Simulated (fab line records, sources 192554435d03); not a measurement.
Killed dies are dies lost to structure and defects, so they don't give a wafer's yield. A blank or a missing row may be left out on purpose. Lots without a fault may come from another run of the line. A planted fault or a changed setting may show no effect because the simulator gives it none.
A struck lot beside a sound one | flow n5_finfet | 13 steps out of a route of 1938
Sound: wafers L441.1, L441.2, L441.4. Struck: wafers L432.2, L432.3, L432.4. The cause comes at the end.
At each step with rows: each side's tool, then ch and its chambers, then its first start. Under that, the readings that differ: sound wafers | struck wafers | difference of the means | sigmas: that difference in standard deviations of wafers without a fault.
alike: readings whose means differ by less than 2 such deviations, and words and numbers that are the same on both sides. not compared: withheld readings, readings that some wafer has no value for, bounds like >300 that may hide the same value, and numbers for which the record gives no deviation and whose values overlap.
The two part at a step that has a row with sigmas, a row that says differs or no value, or rows on one side only. Numbers that don't overlap but have no deviation are shown without sigmas and don't part them. A reading that every wafer of one side lacks parts them only if that side has two wafers or more.

first, 9 steps without rows for these wafers: N5_BEOL_M2_EBR_24; N5_BEOL_M2_SOFTBAKE_23 (time 60 s); N5_BEOL_M2_EXPOSE_25 (exposes mask V1, defocus 5 nm); N5_BEOL_M2_PEB_26 (peb time 60 s); N5_BEOL_M2_DEVELOP_27 (develop time 30 s); N5_BEOL_M2_DESCUM_33 (chemistry O2, time 7 s); N5_BEOL_M2_ETCH_77 (etches underlayer in N2/H2, target depth 6.5 nm, time 5.2 s); N5_BEOL_M2_ETCH_69 (etches SiARC in CF4, target depth 15.6 nm, time 26 s); N5_BEOL_M2_ALD_98 (deposits SiO2, target thk 2.5 nm, pulse time 1 s, co reactant pulse time 1 s).
N5_BEOL_M2_ETCHBACK_99: etches SiO2 in CHF3, target depth 5 nm, time 10.4 s.
  sound on rie_diel-05 ch 0,2,3, day 12 04:59; struck on rie_diel-06 ch 0,1,2, day 12 01:13
  no value came back on the struck wafers for any of 8 readings (CHF3_flow_sccm (sccm), bias_w (W) and others); on the sound wafers CHF3_flow_sccm (sccm) reads 11.95 12.04 12.02
  reading                                      | sound          | struck         | difference | sigmas
  model.CAR-EUV_of_BEOL_M2_COAT_22.thk_nm (nm) | 10.4 10.6 10.4 | 11.2 11.2 11.2 | +0.7       |
then, 1 step without rows for these wafers: N5_BEOL_M2_ETCH_70 (etches SOC in N2/H2, target depth 80 nm, overetch 24 nm, time 130 s).
N5_BEOL_M4_RC_MEAS_101:
  the record has rows for the sound wafers here (prober-01 ch 0, day 14 15:11) and none for the struck ones
-- the record jumps here: 6 days lie between the struck wafers' starts before and after (it left off in module BEOL_M4 and takes up again in module PASSIVATION, whose first step shown is number 1936 of the route) --
N5_PASSIVATION_PROBE_49:
  sound on prober-01, day 19 18:48; struck on prober-01, day 18 02:32
  reading                  | sound          | struck         | difference | sigmas
  defect_limited_yield (%) | 90.4 91.8 92.5 | 0 0 0          | -92        | -65
  killed_at_M0_to_M3       | 50 44 41       | 1111 1101 1127 | +1068      | +99 or more
  killed_dies              | 113 97 88      | 1180 1180 1180 | +1081      | +64
  killed_on_rim            | 11 17 19       | 152 152 152    | +136       | +36
  sort_bin_5_function (%)  | 5.8 4.2 4.0    | 95.9 95.6 96.2 | +91.2      | +93
  sort_n_pass              | 1067 1083 1092 | 0 0 0          | -1081      | -64
  sort_yield_pct (%)       | 90.4 91.8 92.5 | 0 0 0          | -92        | -65
  alike: killed_at_M4_up, killed_at_contacts, killed_at_front_end, killed_at_other, killed_open, killed_short, sort_bin_6_memory

WHERE THEY PART
First at N5_BEOL_M2_ETCHBACK_99; last, within this record, at N5_PASSIVATION_PROBE_49.

WHY: what the simulator had put in
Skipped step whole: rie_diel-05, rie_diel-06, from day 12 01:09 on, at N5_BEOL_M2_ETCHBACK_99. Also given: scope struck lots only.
